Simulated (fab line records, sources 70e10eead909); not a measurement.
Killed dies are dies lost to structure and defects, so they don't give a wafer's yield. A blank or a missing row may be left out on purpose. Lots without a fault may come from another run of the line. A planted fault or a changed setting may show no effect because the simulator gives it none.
Chamber matching | flow nand_harc | NHARC_A_SGD_CUT_ETCHBACK_24 on rie_diel-13: 4 sister chambers
The step etches the open film in CH3F/O2, target depth 50 nm, time 92.857 s. 16 wafers are shown with their chamber, then 8 later ones without.

WAFERS WITH THEIR CHAMBER
wafer  | chamber | drypump_motor_current_A (A) | rf_vpp_V (V) | oes_product_au (a.u.)
L076.1 | 0       | 6.4                         | 243.1        | 0.94
L076.4 | 1       | 5.0                         | 243.4        | 0.95
L076.5 | 0       | 6.4                         | 244.0        | 0.94
L078.1 | 3       | 5.6                         | 242.7        | 1.00
L078.2 | 2       | 5.4                         | 244.3        | 0.92
L078.3 | 0       | 6.4                         | 242.7        | 0.93
L085.1 | 3       | 5.6                         | 242.1        | 0.93
L085.4 | 0       | 6.5                         | 242.1        | 0.92
L085.5 | 2       | 5.4                         | 245.1        | 0.92
L089.1 | 1       | 5.0                         | 240.8        | 1.00
L089.2 | 3       | 5.6                         | 243.0        | 1.00
L089.6 | 2       | 5.4                         | 245.4        | 1.00
L090.1 | 2       | 5.4                         | 244.2        | 1.00
L090.3 | 3       | 5.6                         | 241.9        | 1.00
L090.6 | 2       | 5.4                         | 245.6        | 1.00
L092.2 | 1       | 5.0                         | 242.9        | 1.01

SIGNATURES (means of the wafers above)
reading                 | chamber 0 | chamber 1 | chamber 2 | chamber 3 | scatter within a chamber
drypump_motor_current_A | 6.425     | 5.000     | 5.400     | 5.600     | 0.025
rf_vpp_V                | 242.975   | 242.367   | 244.920   | 242.425   | 0.823
oes_product_au          | 0.9325    | 0.9867    | 0.9680    | 0.9825    | 0.0338
Rule: a wafer's distance from a chamber is the root of the sum, over the readings, of the square of ((its reading less the chamber's mean) divided by the reading's scatter). The wafer belongs to the nearest chamber; if the next one is less than 2 further off, it can't be placed. The scatter: the root of (the sum of the squares of (reading less its chamber's mean) over the shown wafers, divided by (wafers less chambers)).

WAFERS WITHOUT THEIR CHAMBER
wafer  | drypump_motor_current_A (A) | rf_vpp_V (V) | oes_product_au (a.u.)
L092.3 | 5.5                         | 243.9        | 1.00
L092.4 | 5.6                         | 242.1        | 0.99
L095.1 | 5.6                         | 241.5        | 0.91
L095.2 | 5.4                         | 245.8        | 0.92
L095.5 | 5.4                         | 245.4        | 0.92
L094.1 | 5.4                         | 246.4        | 0.92
L094.3 | 5.6                         | 242.3        | 0.91
L094.6 | 5.0                         | 241.5        | 0.93

WHICH CHAMBER EACH WENT THROUGH
wafer  | from the rows above     | in truth
L092.3 | can't be placed: 2 or 3 | 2
L092.4 | 3                       | 3
L095.1 | 3                       | 3
L095.2 | 2                       | 2
L095.5 | 2                       | 2
L094.1 | 2                       | 2
L094.3 | 3                       | 3
L094.6 | 1                       | 1
Placed correctly: 7 of 8. Can't be placed from these rows: 1 (the true chamber is among the candidates in 1). Placed wrongly: 0.
